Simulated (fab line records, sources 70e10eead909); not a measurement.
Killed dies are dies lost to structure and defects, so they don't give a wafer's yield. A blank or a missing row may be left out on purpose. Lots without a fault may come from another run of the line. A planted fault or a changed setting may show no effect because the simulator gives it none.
Which tool did it? | flow nand_harc | 24 lots, 72 wafers sampled, at 6 steps of a route of 1302

WHAT THE GAUGES READ, wafer by wafer
NHARC_P_M1_INSPECT_11.
lot  | measured     | on                | raw_defect_count
L074 | day 6 08:19  | defect_inspect-02 | 6 10 0
L075 | day 6 14:14  | defect_inspect-01 | 9 8 6
L076 | day 6 20:32  | defect_inspect-02 | 0 7 6
L077 | day 7 06:37  | defect_inspect-01 | 7 3 4
L078 | day 7 20:35  | defect_inspect-01 | 3 3 7
L079 | day 8 04:30  | defect_inspect-02 | 3 5 3
L080 | day 8 15:26  | defect_inspect-01 | 2 3 2
L081 | day 9 06:17  | defect_inspect-02 | 6 8 13
L082 | day 10 05:00 | defect_inspect-02 | 5 2 3
L083 | day 10 05:27 | defect_inspect-02 | 1 2 3
L084 | day 10 06:34 | defect_inspect-01 | 1 2 2
L085 | day 10 21:11 | defect_inspect-01 | 2 3 1
L086 | day 11 02:27 | defect_inspect-02 | 3 3 4
L087 | day 11 21:47 | defect_inspect-02 | 1 3 4
L089 | day 12 08:14 | defect_inspect-02 | 4 2 4
L088 | day 12 11:02 | defect_inspect-02 | 7 7 9
L090 | day 12 21:58 | defect_inspect-02 | 4 5 5
L091 | day 13 06:38 | defect_inspect-02 | 5 1 6
L093 | day 13 22:31 | defect_inspect-01 | 5 4 4
L092 | day 13 23:01 | defect_inspect-02 | 5 5 6
L094 | day 14 19:07 | defect_inspect-01 | 7 7 5
L095 | day 15 05:34 | defect_inspect-02 | 4 6 5
L097 | day 15 20:14 | defect_inspect-02 | 5 6 6
L096 | day 15 20:59 | defect_inspect-01 | 1 4 5

NHARC_P_M2_CD_MEAS_09: target cd 170 nm.
lot  | measured     | on        | cd_nm (nm)
L074 | day 6 12:53  | cd_sem-01 | 170.5 170.4 170.2
L075 | day 6 18:12  | cd_sem-01 | 169.7 170.1 170.2
L076 | day 7 00:28  | cd_sem-03 | 169.6 169.1 169.1
L077 | day 7 10:46  | cd_sem-02 | 169.6 169.9 169.6
L078 | day 8 00:38  | cd_sem-03 | 169.6 169.2 169.3
L079 | day 8 08:53  | cd_sem-01 | 170.6 170.1 170.4
L080 | day 8 19:22  | cd_sem-01 | 169.5 169.5 169.7
L081 | day 9 10:20  | cd_sem-01 | 169.3 168.8 168.9
L082 | day 10 08:58 | cd_sem-02 | 170.3 169.8 170.1
L083 | day 10 09:46 | cd_sem-01 | 170.3 170.7 170.1
L084 | day 10 10:38 | cd_sem-03 | 170.0 169.6 169.7
L085 | day 11 01:11 | cd_sem-03 | 169.1 169.3 169.3
L086 | day 11 06:29 | cd_sem-01 | 170.4 170.2 169.9
L087 | day 12 01:41 | cd_sem-02 | 169.4 169.6 169.6
L089 | day 12 12:19 | cd_sem-02 | 169.5 169.5 169.6
L088 | day 12 14:57 | cd_sem-01 | 170.0 170.3 170.2
L090 | day 13 02:02 | cd_sem-01 | 169.7 169.2 168.9
L091 | day 13 10:35 | cd_sem-03 | 169.1 169.6 170.1
L093 | day 14 02:37 | cd_sem-02 | 169.6 169.3 170.5
L092 | day 14 03:16 | cd_sem-03 | 170.5 170.4 170.2
L094 | day 14 23:01 | cd_sem-01 | 169.6 170.5 171.1
L095 | day 15 09:28 | cd_sem-01 | 170.3 169.5 170.7
L097 | day 16 00:09 | cd_sem-02 | 170.3 170.0 169.8
L096 | day 16 01:32 | cd_sem-03 | 169.9 169.2 168.8

NHARC_P_M2_THK_MEAS_24: measures by xrf.
lot  | measured     | on            | thk_nm (nm)
L074 | day 6 15:31  | film_metro-01 | 146.6 145.6 144.3
L075 | day 6 20:48  | film_metro-01 | 142.7 144.3 141.9
L076 | day 7 03:04  | film_metro-02 | 145.3 144.9 146.0
L077 | day 7 13:22  | film_metro-02 | 142.9 143.8 145.1
L078 | day 8 03:14  | film_metro-02 | 144.2 146.1 145.6
L079 | day 8 11:31  | film_metro-02 | 144.1 144.4 141.5
L080 | day 8 21:58  | film_metro-01 | 142.8 141.9 145.1
L081 | day 9 12:56  | film_metro-01 | 146.2 144.8 146.5
L082 | day 10 11:35 | film_metro-01 | 144.1 144.7 144.3
L083 | day 10 12:22 | film_metro-01 | 144.0 144.8 143.4
L084 | day 10 13:17 | film_metro-01 | 145.4 146.8 149.1
L085 | day 11 03:47 | film_metro-01 | 145.7 144.7 144.3
L086 | day 11 09:07 | film_metro-01 | 144.0 145.3 144.4
L087 | day 12 04:23 | film_metro-02 | 143.9 144.9 145.2
L089 | day 12 14:55 | film_metro-02 | 146.0 146.4 145.5
L088 | day 12 17:35 | film_metro-02 | 147.0 146.5 146.7
L090 | day 13 04:37 | film_metro-02 | 144.1 144.0 144.1
L091 | day 13 13:21 | film_metro-02 | 142.8 144.0 143.6
L093 | day 14 05:13 | film_metro-02 | 142.3 144.3 144.6
L092 | day 14 05:51 | film_metro-01 | 143.6 145.8 143.2
L094 | day 15 01:37 | film_metro-01 | 141.9 144.6 143.8
L095 | day 15 12:04 | film_metro-02 | 142.6 144.6 146.3
L097 | day 16 02:44 | film_metro-01 | 143.9 145.7 143.1
L096 | day 16 04:28 | film_metro-02 | 143.2 144.4 143.0

WHICH TOOL RAN EACH LOT (tool, then ch and the chambers of the sampled wafers, then the start)
lot  | NHARC_P_M1_PRE_CLEAN_30                 | NHARC_P_M1_PVD_21                       | NHARC_P_M2_PVD_21
L074 | pvd_sputter-03, day 6 12:53 or earlier  | pvd_sputter-03, day 6 12:53 or earlier  | pvd_sputter-03, day 6 15:31 or earlier
L075 | pvd_sputter-02, day 6 18:12 or earlier  | pvd_sputter-02, day 6 18:12 or earlier  | pvd_sputter-01, day 6 20:48 or earlier
L076 | pvd_sputter-01, day 7 00:28 or earlier  | pvd_sputter-01, day 7 00:28 or earlier  | pvd_sputter-02, day 7 03:04 or earlier
L077 | pvd_sputter-02, day 7 10:46 or earlier  | pvd_sputter-02, day 7 10:46 or earlier  | pvd_sputter-01, day 7 13:22 or earlier
L078 | pvd_sputter-01, day 8 00:38 or earlier  | pvd_sputter-01, day 8 00:38 or earlier  | pvd_sputter-02, day 8 03:14 or earlier
L079 | pvd_sputter-02, day 8 08:53 or earlier  | pvd_sputter-02, day 8 08:53 or earlier  | pvd_sputter-01, day 8 11:31 or earlier
L080 | pvd_sputter-02, day 8 19:22 or earlier  | pvd_sputter-02, day 8 19:22 or earlier  | pvd_sputter-02, day 8 21:58 or earlier
L081 | pvd_sputter-01, day 9 10:20 or earlier  | pvd_sputter-01, day 9 10:20 or earlier  | pvd_sputter-01, day 9 12:56 or earlier
L082 | pvd_sputter-03, day 10 08:58 or earlier | pvd_sputter-03, day 10 08:58 or earlier | pvd_sputter-03, day 10 11:35 or earlier
L083 | pvd_sputter-01, day 10 09:46 or earlier | pvd_sputter-01, day 10 09:46 or earlier | pvd_sputter-03, day 10 12:22 or earlier
L084 | pvd_sputter-01, day 10 10:38 or earlier | pvd_sputter-01, day 10 10:38 or earlier | pvd_sputter-02, day 10 13:17 or earlier
L085 | pvd_sputter-01, day 11 01:11 or earlier | pvd_sputter-01, day 11 01:11 or earlier | pvd_sputter-02, day 11 03:47 or earlier
L086 | pvd_sputter-01, day 11 03:45 or earlier | pvd_sputter-03, day 11 03:45            | pvd_sputter-02, day 11 09:07 or earlier
L087 | pvd_sputter-02, day 12 01:41 or earlier | pvd_sputter-02, day 12 01:41 or earlier | pvd_sputter-03, day 12 04:23 or earlier
L089 | pvd_sputter-03, day 12 12:19 or earlier | pvd_sputter-03, day 12 12:19 or earlier | pvd_sputter-02, day 12 14:55 or earlier
L088 | pvd_sputter-01, day 12 14:57 or earlier | pvd_sputter-01, day 12 14:57 or earlier | pvd_sputter-01, day 12 17:35 or earlier
L090 | pvd_sputter-03, day 13 02:02 or earlier | pvd_sputter-03, day 13 02:02 or earlier | pvd_sputter-03, day 13 04:37 or earlier
L091 | pvd_sputter-03, day 13 10:35 or earlier | pvd_sputter-03, day 13 10:35 or earlier | pvd_sputter-03, day 13 13:21 or earlier
L093 | pvd_sputter-02, day 14 02:37 or earlier | pvd_sputter-02, day 14 02:37 or earlier | pvd_sputter-03, day 14 05:13 or earlier
L092 | pvd_sputter-01, day 14 03:16 or earlier | pvd_sputter-01, day 14 03:16 or earlier | pvd_sputter-01, day 14 05:51 or earlier
L094 | pvd_sputter-02, day 14 23:01 or earlier | pvd_sputter-02, day 14 23:01 or earlier | pvd_sputter-02, day 15 01:37 or earlier
L095 | pvd_sputter-03, day 15 09:28 or earlier | pvd_sputter-03, day 15 09:28 or earlier | pvd_sputter-01, day 15 12:04 or earlier
L097 | pvd_sputter-02, day 16 00:09 or earlier | pvd_sputter-02, day 16 00:09 or earlier | pvd_sputter-02, day 16 02:44 or earlier
L096 | pvd_sputter-01, day 16 01:32 or earlier | pvd_sputter-01, day 16 01:32 or earlier | pvd_sputter-03, day 16 04:28 or earlier
- NHARC_P_M1_PRE_CLEAN_30: time 30 s.
- NHARC_P_M1_PVD_21: deposits Cu, target thk 30 nm, time 20.49 s.
- NHARC_P_M2_PVD_21: deposits Cu, target thk 30 nm, time 20.49 s.

WHAT THE TOOLS THEMSELVES READ (means of the sampled wafers that have a number; where no wafer has one, the mark that the record gives instead)
NHARC_P_M1_PRE_CLEAN_30.
lot  | tool           | heater_power_w (W)
L074 | pvd_sputter-03 | 384
L075 | pvd_sputter-02 | 421
L076 | pvd_sputter-01 | 405
L077 | pvd_sputter-02 | 427
L078 | pvd_sputter-01 | 390
L079 | pvd_sputter-02 | 418
L080 | pvd_sputter-02 | 413
L081 | pvd_sputter-01 | 421
L082 | pvd_sputter-03 | 377
L083 | pvd_sputter-01 | 408
L084 | pvd_sputter-01 | 389
L085 | pvd_sputter-01 | 430
L086 | pvd_sputter-01 | 399
L087 | pvd_sputter-02 | 374
L089 | pvd_sputter-03 | 403
L088 | pvd_sputter-01 | 417
L090 | pvd_sputter-03 | 375
L091 | pvd_sputter-03 | 373
L093 | pvd_sputter-02 | 406
L092 | pvd_sputter-01 | 418
L094 | pvd_sputter-02 | 435
L095 | pvd_sputter-03 | 376
L097 | pvd_sputter-02 | 462
L096 | pvd_sputter-01 | 370

NHARC_P_M1_PVD_21.
lot  | tool           | substrate_temp_c (C) | throttle_valve_pct (%)
L074 | pvd_sputter-03 | 29.99                | 31.0
L075 | pvd_sputter-02 | 30.06                | 29.9
L076 | pvd_sputter-01 | 30.02                | 29.2
L077 | pvd_sputter-02 | 30.04                | 30.3
L078 | pvd_sputter-01 | 30.12                | 29.5
L079 | pvd_sputter-02 | 29.99                | 30.1
L080 | pvd_sputter-02 | 29.98                | 30.3
L081 | pvd_sputter-01 | 30.01                | 29.3
L082 | pvd_sputter-03 | 29.99                | 30.2
L083 | pvd_sputter-01 | 29.92                | 29.4
L084 | pvd_sputter-01 | 29.98                | 29.5
L085 | pvd_sputter-01 | 29.92                | 29.3
L086 | pvd_sputter-03 | 29.95                | 30.4
L087 | pvd_sputter-02 | 30.08                | 30.2
L089 | pvd_sputter-03 | 29.98                | 31.3
L088 | pvd_sputter-01 | 29.96                | 29.2
L090 | pvd_sputter-03 | 30.04                | 30.7
L091 | pvd_sputter-03 | 30.16                | 30.9
L093 | pvd_sputter-02 | 29.95                | 29.9
L092 | pvd_sputter-01 | 29.94                | 29.7
L094 | pvd_sputter-02 | 29.98                | 30.4
L095 | pvd_sputter-03 | 29.97                | 30.5
L097 | pvd_sputter-02 | 30.02                | 30.3
L096 | pvd_sputter-01 | 30.08                | 29.2

NHARC_P_M2_PVD_21.
lot  | tool           | substrate_temp_c (C) | throttle_valve_pct (%)
L074 | pvd_sputter-03 | 29.82                | 30.8
L075 | pvd_sputter-01 | 29.86                | 29.2
L076 | pvd_sputter-02 | 30.12                | 30.1
L077 | pvd_sputter-01 | 30.08                | 29.0
L078 | pvd_sputter-02 | 29.96                | 30.8
L079 | pvd_sputter-01 | 30.07                | 29.3
L080 | pvd_sputter-02 | 29.96                | 30.3
L081 | pvd_sputter-01 | 30.10                | 29.3
L082 | pvd_sputter-03 | 30.04                | 30.8
L083 | pvd_sputter-03 | 30.10                | 30.1
L084 | pvd_sputter-02 | 30.07                | 29.6
L085 | pvd_sputter-02 | 30.10                | 30.4
L086 | pvd_sputter-02 | 29.98                | 30.5
L087 | pvd_sputter-03 | 30.02                | 30.3
L089 | pvd_sputter-02 | 30.00                | 30.8
L088 | pvd_sputter-01 | 30.06                | 29.0
L090 | pvd_sputter-03 | 30.02                | 31.3
L091 | pvd_sputter-03 | 29.98                | 30.1
L093 | pvd_sputter-03 | 30.06                | 31.2
L092 | pvd_sputter-01 | 29.88                | 29.4
L094 | pvd_sputter-02 | 29.93                | 29.8
L095 | pvd_sputter-01 | 30.05                | 29.3
L097 | pvd_sputter-02 | 29.92                | 30.8
L096 | pvd_sputter-03 | 29.93                | 30.8

THE ANSWER, worked out from the rows above alone
Rule: what is usual is taken from the lots themselves. Put in order of their means at a reading, lots are off if they are a third of the lots or fewer, leave a main group of 4 or more, and stand apart from it by a gap of 3 or more times the standard deviation of the main group's means; of several such gaps the widest counts. A main group whose means are all the same, to the digits that the tables above print for the reading, isn't used. A lot without any number at a reading at which 4 lots or more have one is off too. The other lots that the step has rows for count as sound. The gauges are gone through in route order, then the tools' own readings, and for those a lot's mean is taken as printed above. The first step at which some lot is off is used, and at that step the reading that is off furthest; a lot without a number counts as furthest.
No lot is off at any reading shown: from this, nothing can be told.

WHAT THE SIMULATOR HAD PUT IN
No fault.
